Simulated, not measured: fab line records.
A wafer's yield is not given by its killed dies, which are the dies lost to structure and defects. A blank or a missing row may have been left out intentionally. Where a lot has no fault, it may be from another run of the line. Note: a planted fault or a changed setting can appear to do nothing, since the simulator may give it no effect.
Chamber matching :: flow nand-harc :: pecvd-02 running NHARC_A_STAIRCASE_DEP_417: 3 sister chambers
The step deposits Si3N4, target thk 60 nm. 20 wafers are shown with their chamber, then 10 later ones without.

== WAFERS PAIRED WITH THEIR CHAMBERS ==
wafer: L074.3
chamber: 2
heater-power-w (W): 806

wafer: L074.4
chamber: 0
heater-power-w (W): 837

wafer: L074.5
chamber: 2
heater-power-w (W): 815

wafer: L079.1
chamber: 2
heater-power-w (W): 794

wafer: L079.3
chamber: 1
heater-power-w (W): 735

wafer: L079.6
chamber: 2
heater-power-w (W): 789

wafer: L080.3
chamber: 1
heater-power-w (W): 781

wafer: L080.5
chamber: 2
heater-power-w (W): 891

wafer: L080.6
chamber: 0
heater-power-w (W): 762

wafer: L082.2
chamber: 0
heater-power-w (W): 812

wafer: L082.3
chamber: 2
heater-power-w (W): 857

wafer: L082.4
chamber: 0
heater-power-w (W): 846

wafer: L084.1
chamber: 1
heater-power-w (W): 674

wafer: L084.2
chamber: 0
heater-power-w (W): 756

wafer: L084.4
chamber: 1
heater-power-w (W): 702

wafer: L086.1
chamber: 2
heater-power-w (W): 752

wafer: L086.2
chamber: 0
heater-power-w (W): 859

wafer: L086.6
chamber: 0
heater-power-w (W): 841

wafer: L088.3
chamber: 2
heater-power-w (W): 890

wafer: L088.4
chamber: 0
heater-power-w (W): 862

SIGNATURES (averages over the wafers above)
reading: heater-power-w
chamber 0: 821.88
chamber 1: 723.00
chamber 2: 824.25
scatter within a chamber: 46.1
Rule: for a wafer and a chamber, the distance is found by dividing, reading by reading, the gap between the wafer's reading and the chamber's mean by the reading's scatter, squaring, summing and taking the root. If the next closest chamber is less than 2 further off than the closest, the wafer can't be placed; otherwise it belongs to the closest. The scatter: the root of (the sum of the squares of (reading less its chamber's mean) over the shown wafers, divided by (wafers less chambers)).

== WAFERS WITH NO CHAMBER GIVEN ==
wafer: L088.5
heater-power-w (W): 639

wafer: L089.1
heater-power-w (W): 697

wafer: L089.4
heater-power-w (W): 817

wafer: L089.5
heater-power-w (W): 787

wafer: L096.1
heater-power-w (W): 857

wafer: L096.3
heater-power-w (W): 759

wafer: L096.4
heater-power-w (W): 740

wafer: L097.1
heater-power-w (W): 786

wafer: L097.3
heater-power-w (W): 889

wafer: L097.6
heater-power-w (W): 784

== WHICH CHAMBER EACH ONE RAN IN ==
wafer: L088.5
from the rows above: 1
in truth: 1

wafer: L089.1
from the rows above: 1
in truth: 1

wafer: L089.4
from the rows above: can't be placed: 0 or 2 or 1
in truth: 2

wafer: L089.5
from the rows above: can't be placed: 0 or 2 or 1
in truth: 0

wafer: L096.1
from the rows above: can't be placed: 2 or 0
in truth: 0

wafer: L096.3
from the rows above: can't be placed: 1 or 0 or 2
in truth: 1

wafer: L096.4
from the rows above: can't be placed: 1 or 0 or 2
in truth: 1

wafer: L097.1
from the rows above: can't be placed: 0 or 2 or 1
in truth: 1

wafer: L097.3
from the rows above: can't be placed: 2 or 0
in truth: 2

wafer: L097.6
from the rows above: can't be placed: 0 or 2 or 1
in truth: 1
Correct placement for 2 of the 10. Cannot be placed on the basis of these rows: 8; the candidates contain the true chamber in 8. 0 placed wrongly.
